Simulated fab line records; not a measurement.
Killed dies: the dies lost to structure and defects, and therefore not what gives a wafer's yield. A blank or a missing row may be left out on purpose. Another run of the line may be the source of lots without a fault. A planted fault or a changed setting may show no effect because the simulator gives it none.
Chamber matching :: flow n5Finfet :: N5_BEOL_M1_ETCH_70 on rieDiel-05 has 4 sister chambers
The step etches SOC in N2/H2, target depth 80 nm, overetch 16 nm, time 120 s. 14 wafers are shown with their chamber, then 7 later ones without.

== WAFERS WITH THEIR CHAMBER ==
wafer: L079.1
chamber: 0
drypumpMotorCurrentA (A): 5.4
showerheadPlenumPTorr (Torr): 2.52
throttleValvePct (%): 17.65

wafer: L079.3
chamber: 1
drypumpMotorCurrentA (A): 5.1
showerheadPlenumPTorr (Torr): 2.59
throttleValvePct (%): 17.56

wafer: L079.5
chamber: 2
drypumpMotorCurrentA (A): 5.9
showerheadPlenumPTorr (Torr): 2.53
throttleValvePct (%): 17.53

wafer: L083.3
chamber: 3
drypumpMotorCurrentA (A): 6.3
showerheadPlenumPTorr (Torr): 2.72
throttleValvePct (%): 17.87

wafer: L083.5
chamber: 0
drypumpMotorCurrentA (A): 5.3
showerheadPlenumPTorr (Torr): 2.52
throttleValvePct (%): 17.67

wafer: L083.6
chamber: 3
drypumpMotorCurrentA (A): 6.3
showerheadPlenumPTorr (Torr): 2.72
throttleValvePct (%): 17.89

wafer: L086.2
chamber: 3
drypumpMotorCurrentA (A): 6.3
showerheadPlenumPTorr (Torr): 2.72
throttleValvePct (%): 17.89

wafer: L086.3
chamber: 2
drypumpMotorCurrentA (A): 5.9
showerheadPlenumPTorr (Torr): 2.52
throttleValvePct (%): 17.52

wafer: L086.6
chamber: 2
drypumpMotorCurrentA (A): 5.9
showerheadPlenumPTorr (Torr): 2.52
throttleValvePct (%): 17.52

wafer: L088.1
chamber: 0
drypumpMotorCurrentA (A): 5.3
showerheadPlenumPTorr (Torr): 2.52
throttleValvePct (%): 17.66

wafer: L088.2
chamber: 2
drypumpMotorCurrentA (A): 5.9
showerheadPlenumPTorr (Torr): 2.52
throttleValvePct (%): 17.54

wafer: L088.3
chamber: 1
drypumpMotorCurrentA (A): 5.1
showerheadPlenumPTorr (Torr): 2.58
throttleValvePct (%): 17.60

wafer: L092.2
chamber: 3
drypumpMotorCurrentA (A): 6.3
showerheadPlenumPTorr (Torr): 2.72
throttleValvePct (%): 17.89

wafer: L092.4
chamber: 2
drypumpMotorCurrentA (A): 5.9
showerheadPlenumPTorr (Torr): 2.52
throttleValvePct (%): 17.55

SIGNATURES (means of the wafers above)
reading: drypumpMotorCurrentA
chamber 0: 5.333
chamber 1: 5.100
chamber 2: 5.900
chamber 3: 6.300
scatter within a chamber: 0.0258

reading: showerheadPlenumPTorr
chamber 0: 2.5200
chamber 1: 2.5850
chamber 2: 2.5220
chamber 3: 2.7200
scatter within a chamber: 0.00361

reading: throttleValvePct
chamber 0: 17.6600
chamber 1: 17.5800
chamber 2: 17.5320
chamber 3: 17.8850
scatter within a chamber: 0.0141
Rule: for a wafer and a chamber, the distance is found by dividing, reading by reading, the gap between the wafer's reading and the chamber's mean by the reading's scatter, squaring, summing and taking the root. The wafer belongs to the nearest chamber; if the next one is less than 2 further off, it can't be placed. The scatter: the root of (the sum of the squares of (reading less its chamber's mean) over the shown wafers, divided by (wafers less chambers)).

== WAFERS MISSING THEIR CHAMBER ==
wafer: L092.6
drypumpMotorCurrentA (A): 5.1
showerheadPlenumPTorr (Torr): 2.58
throttleValvePct (%): 17.58

wafer: L093.2
drypumpMotorCurrentA (A): 6.4
showerheadPlenumPTorr (Torr): 2.72
throttleValvePct (%): 17.91

wafer: L093.3
drypumpMotorCurrentA (A): 5.3
showerheadPlenumPTorr (Torr): 2.51
throttleValvePct (%): 17.67

wafer: L093.6
drypumpMotorCurrentA (A): 5.9
showerheadPlenumPTorr (Torr): 2.52
throttleValvePct (%): 17.54

wafer: L097.2
drypumpMotorCurrentA (A): 5.9
showerheadPlenumPTorr (Torr): 2.52
throttleValvePct (%): 17.57

wafer: L097.3
drypumpMotorCurrentA (A): 5.1
showerheadPlenumPTorr (Torr): 2.58
throttleValvePct (%): 17.60

wafer: L097.6
drypumpMotorCurrentA (A): 5.1
showerheadPlenumPTorr (Torr): 2.58
throttleValvePct (%): 17.60

== WHICH CHAMBER EACH WENT THROUGH ==
wafer: L092.6
from the rows above: 1
in truth: 1

wafer: L093.2
from the rows above: 3
in truth: 3

wafer: L093.3
from the rows above: 0
in truth: 0

wafer: L093.6
from the rows above: 2
in truth: 2

wafer: L097.2
from the rows above: 2
in truth: 2

wafer: L097.3
from the rows above: 1
in truth: 1

wafer: L097.6
from the rows above: 1
in truth: 1
Placed correctly: 7 of 7. Number that these rows cannot place: 0. 0 placed wrongly.
